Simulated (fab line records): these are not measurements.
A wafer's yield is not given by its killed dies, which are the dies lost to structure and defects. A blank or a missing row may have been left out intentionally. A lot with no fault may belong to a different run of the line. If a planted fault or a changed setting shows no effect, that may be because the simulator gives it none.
Split-lot experiment | flow n5 finfet | 21 wafers read across 7 lots, on a route 1938 steps long

## SPLIT DETAILS
At N5_BEOL_M2_COAT_62 (time 60 s, resist thk 12 nm), the setting spin rpm was moved away from the recipe's 1500 rpm on 4 of the 21 wafers read, by -7.3% to +5.4%. All remaining wafers had this setting at the recipe value.

## FROM THE SPLIT TO THE READING: what the file shows between them, 4 steps
- N5_BEOL_M2_COAT_73: time 60 s, resist thk 5 nm
- N5_BEOL_M2_COAT_05: resist thk 30 nm
- N5_BEOL_M2_DESCUM_16: chemistry O2, time 7 s
- N5_BEOL_M2_ETCH_74: etches underlayer in N2/H2, target depth 6.5 nm, time 5.2 s

## THE READING
etch.depth nm (the simulator's own value, which no gauge read), in nm, at N5_BEOL_M2_ETCH_63 (etches SiARC in CF4, target depth 15.6 nm, time 26 s). No usual value for it is given in the file. The 17 wafers here that ran the recipe average 11.98 nm, standard deviation 0.022 nm.

wafer  | tool, chamber at the split | spin rpm as run, rpm | against the recipe | etch.depth nm, nm | against lot-mates on the recipe
L075.1 | litho track-05, 0          | 1500                 | recipe             | 11.98             | -
L075.3 | litho track-05, 0          | 1500                 | recipe             | 12.01             | -
L075.4 | litho track-05, 0          | 1500                 | recipe             | 12.01             | -
L074.1 | litho track-01, 0          | 1500                 | recipe             | 11.98             | -
L074.2 | litho track-01, 0          | 1500                 | recipe             | 11.97             | -
L074.6 | litho track-01, 0          | 1500                 | recipe             | 11.95             | -
L084.1 | litho track-01, 0          | 1500                 | recipe             | 11.95             | -
L084.3 | litho track-01, 0          | 1500                 | recipe             | 11.99             | -
L084.5 | litho track-01, 0          | 1500                 | recipe             | 11.97             | -
L088.1 | litho track-01, 0          | 1581                 | +5.4%              | 11.72             | -0.31
L088.2 | litho track-01, 0          | 1500                 | recipe             | 12.03             | -
L088.5 | litho track-01, 0          | 1581                 | +5.4%              | 11.76             | -0.27
L089.1 | litho track-02, 0          | 1500                 | recipe             | 11.96             | -
L089.6 | litho track-02, 0          | 1500                 | recipe             | 11.96             | -
L089.2 | litho track-02, 0          | 1500                 | recipe             | 11.97             | -
L091.1 | litho track-02, 0          | 1500                 | recipe             | 11.99             | -
L091.4 | litho track-02, 0          | 1500                 | recipe             | 11.97             | -
L091.6 | litho track-02, 0          | 1500                 | recipe             | 12.01             | -
L095.1 | litho track-02, 0          | 1390                 | -7.3%              | 12.39             | +0.41
L095.3 | litho track-02, 0          | 1390                 | -7.3%              | 12.48             | +0.50
L095.5 | litho track-02, 0          | 1500                 | recipe             | 11.98             | -

THE FIT
A straight line over all 21 wafers: etch.depth nm changes by -0.0556 nm for each +1% of spin rpm; r = -0.98; the points scatter about the line by 0.034 nm.
The same after taking each lot's own level away (the mean of its wafers on the recipe; 21 wafers): -0.059 nm for each +1%; r = -0.99; scatter 0.023 nm.
According to that fit, moving spin rpm by its largest amount changes the reading by 0.43 nm.
The span of the lots' own levels, 11.963 to 12.030 nm, comes to 3.0 times the standard deviation stated above.
Consequently the slope shifts little with the lot-to-lot level, the two slopes agreeing.
Check: for one of the wafers moved furthest among these (-7.3%), held out of the fit, the line's prediction against its lot-mates is +0.453 nm. Against them it came out at +0.41 nm.

## THE WHOLE CHAIN: every reading that the file lists as answering this split, in the file's order
step               | what it does                                         | reading                                                                          | change (the file's fit)                | r (the file's)
N5_BEOL_M2_COAT_62 | time 60 s, resist thk 12 nm                          | SiARC_of_BEOL_M2_COAT_62.thk nm (the simulator's own value, which no gauge read) | -0.0484 nm for each +1% of the setting | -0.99
N5_BEOL_M2_ETCH_63 | etches SiARC in CF4, target depth 15.6 nm, time 26 s | etch.depth nm (the simulator's own value, which no gauge read)                   | -0.0594 nm for each +1% of the setting | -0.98

## THE FILE'S OWN FIT
etch.depth nm changes by -0.0594 nm for each +1% of spin rpm, r = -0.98.
